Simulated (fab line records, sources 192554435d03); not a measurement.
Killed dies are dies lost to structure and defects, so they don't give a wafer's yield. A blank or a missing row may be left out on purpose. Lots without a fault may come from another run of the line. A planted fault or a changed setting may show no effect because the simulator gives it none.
Split-lot experiment | flow n5_finfet | 7 lots, 21 wafers read, on a route of 1938 steps

THE SPLIT
At N5_BEOL_M0_SAQP_SPACER1_ALD_98 (deposits SiO2, target thk 12.8 nm, pulse time 1 s, purge time 2 s), the setting temp_c was moved away from the recipe's 300 C on 4 of the 21 wafers read, by -4.3% to +3.3%. The other wafers ran this setting at the recipe's value.

The reading is taken at the split's own step.

THE READING
SiO2_of_BEOL_M0_SAQP_SPACER1_ALD_98.thk_nm (the simulator's own value, which no gauge read), in nm, at N5_BEOL_M0_SAQP_SPACER1_ALD_98 (deposits SiO2, target thk 12.8 nm, pulse time 1 s, purge time 2 s). The file gives no usual value for it. The 17 wafers here that ran the recipe average 12.8 nm, standard deviation 0.069 nm.

wafer  | tool, chamber at the split | temp_c as run, C | against the recipe | SiO2_of_BEOL_M0_SAQP_SPACER1_ALD_98.thk_nm, nm | against lot-mates on the recipe
L076.3 | ald_sin-01, 2,1            | 287.2            | -4.3%              | 13.4                                           | +0.6
L076.4 | ald_sin-01, 2,1            | 287.2            | -4.3%              | 13.4                                           | +0.6
L076.5 | ald_sin-01, 3              | 300              | recipe             | 12.8                                           | -
L077.4 | ald_sin-02, 3,3,0          | 300              | recipe             | 12.8                                           | -
L077.5 | ald_sin-02, 3,3,0          | 300              | recipe             | 12.8                                           | -
L077.6 | ald_sin-02, 3,3,0          | 300              | recipe             | 12.8                                           | -
L083.1 | ald_sin-04, 2,3,2          | 300              | recipe             | 12.8                                           | -
L083.5 | ald_sin-04, 2,3,2          | 300              | recipe             | 12.8                                           | -
L083.6 | ald_sin-04, 2,3,2          | 300              | recipe             | 12.8                                           | -
L085.1 | ald_sin-02, 0,3,2          | 300              | recipe             | 12.8                                           | -
L085.2 | ald_sin-02, 0,3,2          | 300              | recipe             | 12.8                                           | -
L085.4 | ald_sin-02, 0,3,2          | 300              | recipe             | 12.8                                           | -
L088.1 | ald_sin-04, 1              | 300              | recipe             | 12.8                                           | -
L088.2 | ald_sin-04, 3              | 300              | recipe             | 13                                             | -
L088.3 | ald_sin-04, 2              | 287.7            | -4.1%              | 13.4                                           | +0.5
L090.1 | ald_sin-04, 0,1            | 300              | recipe             | 12.8                                           | -
L090.2 | ald_sin-04, 0,1            | 300              | recipe             | 12.8                                           | -
L090.3 | ald_sin-04, 3              | 310              | +3.3%              | 12.6                                           | -0.2
L092.1 | ald_sin-04, 2,3            | 300              | recipe             | 12.8                                           | -
L092.6 | ald_sin-04, 2,3            | 300              | recipe             | 12.8                                           | -
L092.2 | ald_sin-04, 0              | 300              | recipe             | 12.6                                           | -
Where a row lists several chambers, the file gives one row for several wafers and doesn't say which wafer went through which chamber.

THE FIT
A straight line over all 21 wafers: SiO2_of_BEOL_M0_SAQP_SPACER1_ALD_98.thk_nm changes by -0.125 nm for each +1% of temp_c; r = -0.94; the points scatter about the line by 0.084 nm.
The same after taking each lot's own level away (the mean of its wafers on the recipe; 21 wafers): -0.119 nm for each +1%; r = -0.95; scatter 0.071 nm.
On that fit, the largest move of temp_c shifts the reading by 0.51 nm.
The lots' own levels span 12.73 to 12.90 nm, that is 2.4 times the standard deviation above.
So the lot-to-lot level changes the slope little: the two slopes agree.
Check: with one of the wafers moved furthest among these (-4.3%) left out of the fit, the line predicts +0.497 nm for it against its lot-mates. It came out at +0.6 nm against them.

OTHER SPLITS ON THESE WAFERS
These wafers also went through other splits before the reading. Each is held against what the fit with the lots' levels taken away leaves over:
other split on the same wafers       | wafers away from the commonest value | r with SiO2_of_BEOL_M0_SAQP_SPACER1_ALD_98.thk_nm (lot level and that fit taken away)
N5_MOL_CONTACT_COAG_COAT_77 spin_rpm | 7                                    | -0.13
N5_BEOL_M0_SAQP_COAT_82 spin_rpm     | 8                                    | +0.10
N5_BEOL_M0_SAQP_COAT_08 spin_rpm     | 6                                    | +0.03

THE FILE'S OWN FIT
SiO2_of_BEOL_M0_SAQP_SPACER1_ALD_98.thk_nm changes by -0.114 nm for each +1% of temp_c, r = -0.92.
